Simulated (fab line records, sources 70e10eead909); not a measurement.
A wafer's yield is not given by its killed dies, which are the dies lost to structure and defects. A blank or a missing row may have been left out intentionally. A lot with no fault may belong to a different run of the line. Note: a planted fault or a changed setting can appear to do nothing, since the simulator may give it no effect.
Matching of chambers / flow nand harc / 4 sister chambers for NHARC_A_BLC_ALD_23 on ald metal-03
The step deposits TiN, target thk 3 nm, pulse time 1 s, ald cycles 150. 4 wafers are shown with their chamber, then 9 later ones without.

## WAFERS PAIRED WITH THEIR CHAMBERS
wafer=L634.6; chamber=1; heater power w (W)=1091
wafer=L646.1; chamber=2; heater power w (W)=1155
wafer=L646.3; chamber=3; heater power w (W)=963
wafer=L646.5; chamber=0; heater power w (W)=1132

## WAFERS WITHOUT THEIR CHAMBER
wafer=L647.4; heater power w (W)=1169
wafer=L647.5; heater power w (W)=1121
wafer=L647.6; heater power w (W)=1150
wafer=L648.1; heater power w (W)=1132
wafer=L648.3; heater power w (W)=1130
wafer=L648.5; heater power w (W)=970
wafer=L652.1; heater power w (W)=995
wafer=L652.4; heater power w (W)=1143
wafer=L652.6; heater power w (W)=974

## WHICH CHAMBER EACH WENT THROUGH
wafer=L647.4; from the rows above=can't be placed: 2 or 0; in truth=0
wafer=L647.5; from the rows above=can't be placed: 0 or 1 or 2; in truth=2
wafer=L647.6; from the rows above=can't be placed: 2 or 0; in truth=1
wafer=L648.1; from the rows above=can't be placed: 0 or 2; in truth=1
wafer=L648.3; from the rows above=can't be placed: 0 or 2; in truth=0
wafer=L648.5; from the rows above=3; in truth=3
wafer=L652.1; from the rows above=3; in truth=3
wafer=L652.4; from the rows above=can't be placed: 0 or 2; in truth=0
wafer=L652.6; from the rows above=3; in truth=3
Correct placement for 3 of the 9. These rows do not allow placing 6 (true chamber among the candidates in 4). Wrongly placed: 0.
How it was worked out, from the rows above alone: a wafer's distance from a chamber is the root of the sum, over the readings, of the square of ((its reading less the chamber's mean) divided by the reading's scatter). If the next closest chamber is less than 2 further off than the closest, the wafer can't be placed; otherwise it belongs to the closest. Each chamber's mean is taken over the wafers shown for it. The scatter: root of mean squared gap, hidden wafer to nearest shown wafer, with one shown wafer a chamber.
